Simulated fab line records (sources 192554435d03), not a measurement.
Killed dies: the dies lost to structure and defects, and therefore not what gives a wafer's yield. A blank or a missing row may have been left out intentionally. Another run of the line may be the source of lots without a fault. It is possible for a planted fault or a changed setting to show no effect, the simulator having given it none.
Matching of chambers + flow n5 finfet + rie diel-03 running N5_MOL_CONTACT_COAG_ETCH_110: 4 sister chambers
The step etches Si in CF4/O2, target depth 2.5 nm, time 8 s. 4 wafers are shown with their chamber, then 8 later ones without.

WAFERS WITH THEIR CHAMBER
| wafer  | chamber | drypump motor current A (A) |
|--------|---------|-----------------------------|
| L086.2 | 0       | 5.8                         |
| L091.2 | 1       | 6.3                         |
| L091.6 | 3       | 5.4                         |
| L093.1 | 2       | 5.4                         |

WAFERS WITHOUT THEIR CHAMBER
| wafer  | drypump motor current A (A) |
|--------|-----------------------------|
| L093.3 | 6.3                         |
| L093.4 | 5.4                         |
| L094.2 | 6.3                         |
| L094.3 | 5.5                         |
| L094.5 | 5.4                         |
| L096.4 | 5.5                         |
| L096.5 | 5.4                         |
| L096.6 | 5.8                         |

WHICH CHAMBER EACH WENT THROUGH
| wafer  | from the rows above     | in truth |
|--------|-------------------------|----------|
| L093.3 | 1                       | 1        |
| L093.4 | can't be placed: 2 or 3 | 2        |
| L094.2 | 1                       | 1        |
| L094.3 | can't be placed: 2 or 3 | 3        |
| L094.5 | can't be placed: 2 or 3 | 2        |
| L096.4 | can't be placed: 2 or 3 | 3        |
| L096.5 | can't be placed: 2 or 3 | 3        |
| L096.6 | 0                       | 0        |
Placed correctly: 3 of 8. Not placeable from these rows: 5 (in 5, the candidates include the true chamber). Placed wrongly: 0.
How it was worked out, from the rows above alone: a wafer's distance from a chamber is the root of the sum, over the readings, of the square of ((its reading less the chamber's mean) divided by the reading's scatter). The wafer belongs to the nearest chamber; if the next one is less than 2 further off, it can't be placed. For every chamber, the mean is computed from those of its wafers that are shown. The scatter (one wafer shown for each chamber): square how far every hidden wafer sits from the nearest shown wafer, average those squares and take the square root.
